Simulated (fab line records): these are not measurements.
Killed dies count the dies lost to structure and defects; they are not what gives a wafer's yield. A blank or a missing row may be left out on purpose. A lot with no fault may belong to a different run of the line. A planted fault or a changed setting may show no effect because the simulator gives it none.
Matching of chambers -- flow n5 finfet -- N5_BEOL_M0_ETCH_109 on rie diel-01: 4 sister chambers
The step etches SiCN in CH3F/O2, target depth 8 nm, overetch 2.4 nm, time 27.4 s. 20 wafers are shown with their chamber, then 10 later ones without.

EACH WAFER AND ITS CHAMBER
wafer,chamber,drypump motor current A (A),throttle valve pct (%),rf vpp V (V)
L582.1,0,6.2,16.45,297.6
L582.3,1,5.9,16.11,300.2
L582.5,2,6.2,16.70,299.7
L583.3,1,5.9,16.12,298.4
L583.4,3,5.1,16.51,295.0
L583.6,0,6.2,16.44,297.5
L584.1,0,6.2,16.45,296.9
L584.3,3,5.1,16.52,295.6
L584.6,2,6.2,16.72,299.5
L585.1,1,5.9,16.12,297.5
L585.3,3,5.1,16.50,295.9
L585.5,0,6.2,16.45,298.3
L586.2,0,6.2,16.45,297.6
L586.4,3,5.2,16.52,296.5
L586.5,1,5.9,16.12,299.3
L587.3,0,6.2,16.47,297.7
L587.4,3,5.1,16.50,294.8
L587.6,1,5.9,16.12,299.9
L588.1,2,6.2,16.32,297.4
L588.2,1,5.9,16.13,299.9

SIGNATURES (means of the wafers above)
reading,chamber 0,chamber 1,chamber 2,chamber 3,scatter within a chamber
drypump motor current A,6.200,5.900,6.200,5.120,0.0224
throttle valve pct,16.4517,16.1200,16.5800,16.5100,0.0801
rf vpp V,297.600,299.200,298.867,295.560,0.854
Rule: for each reading, subtract the chamber's mean from the wafer's reading, divide by that reading's scatter and square the result; add these up over the readings and take the root, which gives the wafer's distance from the chamber. If the next closest chamber is less than 2 further off than the closest, the wafer can't be placed; otherwise it belongs to the closest. How the scatter is found: for the shown wafers, subtract from each reading the mean of its chamber, square and add these, divide the total by (wafers less chambers), then take the root.

WAFERS WITHOUT THEIR CHAMBER
wafer,drypump motor current A (A),throttle valve pct (%),rf vpp V (V)
L588.6,6.2,16.47,298.3
L599.2,6.2,16.38,299.3
L599.4,6.2,16.52,297.1
L599.6,5.9,16.19,299.2
L598.1,6.2,16.53,296.8
L598.5,6.2,16.38,297.9
L598.6,5.1,16.02,299.8
L605.1,6.2,16.55,297.0
L605.4,6.2,16.38,298.6
L605.5,5.9,16.22,298.7

WHICH CHAMBER EACH ONE RAN IN
wafer,from the rows above,in truth
L588.6,can't be placed: 0 or 2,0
L599.2,can't be placed: 0 or 2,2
L599.4,can't be placed: 0 or 2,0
L599.6,1,1
L598.1,can't be placed: 0 or 2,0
L598.5,can't be placed: 0 or 2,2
L598.6,3,3
L605.1,can't be placed: 0 or 2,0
L605.4,can't be placed: 0 or 2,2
L605.5,1,1
3 of 10 placed correctly. Cannot be placed on the basis of these rows: 7; the candidates contain the true chamber in 7. Placed wrongly: 0.
